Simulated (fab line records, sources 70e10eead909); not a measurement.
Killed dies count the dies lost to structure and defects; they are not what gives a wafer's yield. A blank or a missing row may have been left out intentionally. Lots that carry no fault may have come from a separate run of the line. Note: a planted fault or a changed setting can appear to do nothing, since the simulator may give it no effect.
A lot that was struck, set against a sound lot    flow nand-harc    14 out of 1159 route steps
Sound: the wafers L708.1, L708.4, L708.6. Struck: wafer L711.3 (left out: L711.6, a lot-mate that was not struck); the cause follows at the end.
Order at every step that has rows: each side's tool, ch and its chambers, its first start. Under that, the readings that differ: sound wafers    struck wafers    difference of the means    sigmas: that difference in standard deviations of wafers without a fault.
alike: a reading whose means differ by less than 2 such deviations, as well as words and numbers matching on both sides. not compared: withheld readings; readings where some wafer has no value; bounds like >300 that might hide an equal value; numbers whose values overlap and for which the record gives no deviation.
A row with sigmas, a row that says differs or no value, or rows on one side alone: a step with any of these is where the two part. When numbers do not overlap yet have no deviation, they are printed without sigmas and do not part them. Lack of a reading on every wafer of one side parts them only where that side has two or more wafers.

NHARC_A_ZERO_WELL_INSPECT_17:
  sound on defect-inspect-02 at day 8 08:13; struck on defect-inspect-02 at day 9 02:55
  alike: raw-defect-count
then, 3 steps without rows for these wafers: NHARC_A_SOURCE_PLATE_PRECLEAN_00 (cleans in HF-LAST, time 60 s); NHARC_A_SOURCE_PLATE_SRD_01; NHARC_A_SOURCE_PLATE_OXIDE_02 (material SiO2, target thk 10 nm, ox time 1362 s).
NHARC_A_SOURCE_PLATE_THK_MEAS_09: measures by ellipsometry.
  sound on film-metro-01 at day 8 15:37; struck on film-metro-01 at day 9 10:06
  alike: thk-nm
then, 3 steps without rows for these wafers: NHARC_A_SOURCE_PLATE_PVD_04 (deposits WSi2, target thk 50 nm); NHARC_A_SOURCE_PLATE_CVD_03 (deposits poly-Si, target thk 200 nm, time 4000 s); NHARC_A_SOURCE_PLATE_ANNEAL_05 (time 1800 s).
NHARC_A_SOURCE_PLATE_THK_MEAS_06: measures by ellipsometry.
  sound on film-metro-01 at day 9 04:50; struck on film-metro-01 at day 9 23:12
  alike: thk-nm
NHARC_A_SOURCE_PLATE_INSPECT_08:
  sound on defect-inspect-02 at day 9 04:56; struck on defect-inspect-02 at day 9 23:16
  alike: raw-defect-count
NHARC_A_ONON_D1_DEP_00: target thk 1000 nm.
  sound on pecvd-onon-03 ch 0, day 9 05:00; struck on pecvd-onon-01 ch 0, day 9 23:27
  alike: nh3-flow-sccm
NHARC_A_ONON_D1_THK_MEAS_02: measures by ellipsometry.
  sound on film-metro-01 at day 9 05:31; struck on film-metro-01 at day 9 23:51
reading      sound           struck  difference  sigmas
thk-nm (nm)  1017 1017 1019  1469    +451        +41
then, no rows for these wafers at 1 step: NHARC_A_ONON_D1_DEP_03 (target thk 1000 nm).
-- the record jumps here: 12 days lie between the struck wafers' starts before and after (it left off in module A_ONON_D1 and takes up again in module END, whose first step shown is number 1159 of the route) --
NHARC_END_SORT_01:
  the record has rows for the struck wafers here (prober-01 ch 0, day 21 18:52) and none for the sound ones

## WHERE THEY PART
First at NHARC_A_ONON_D1_THK_MEAS_02; last, within this record, at NHARC_END_SORT_01.

WHY: the cause the simulator had injected
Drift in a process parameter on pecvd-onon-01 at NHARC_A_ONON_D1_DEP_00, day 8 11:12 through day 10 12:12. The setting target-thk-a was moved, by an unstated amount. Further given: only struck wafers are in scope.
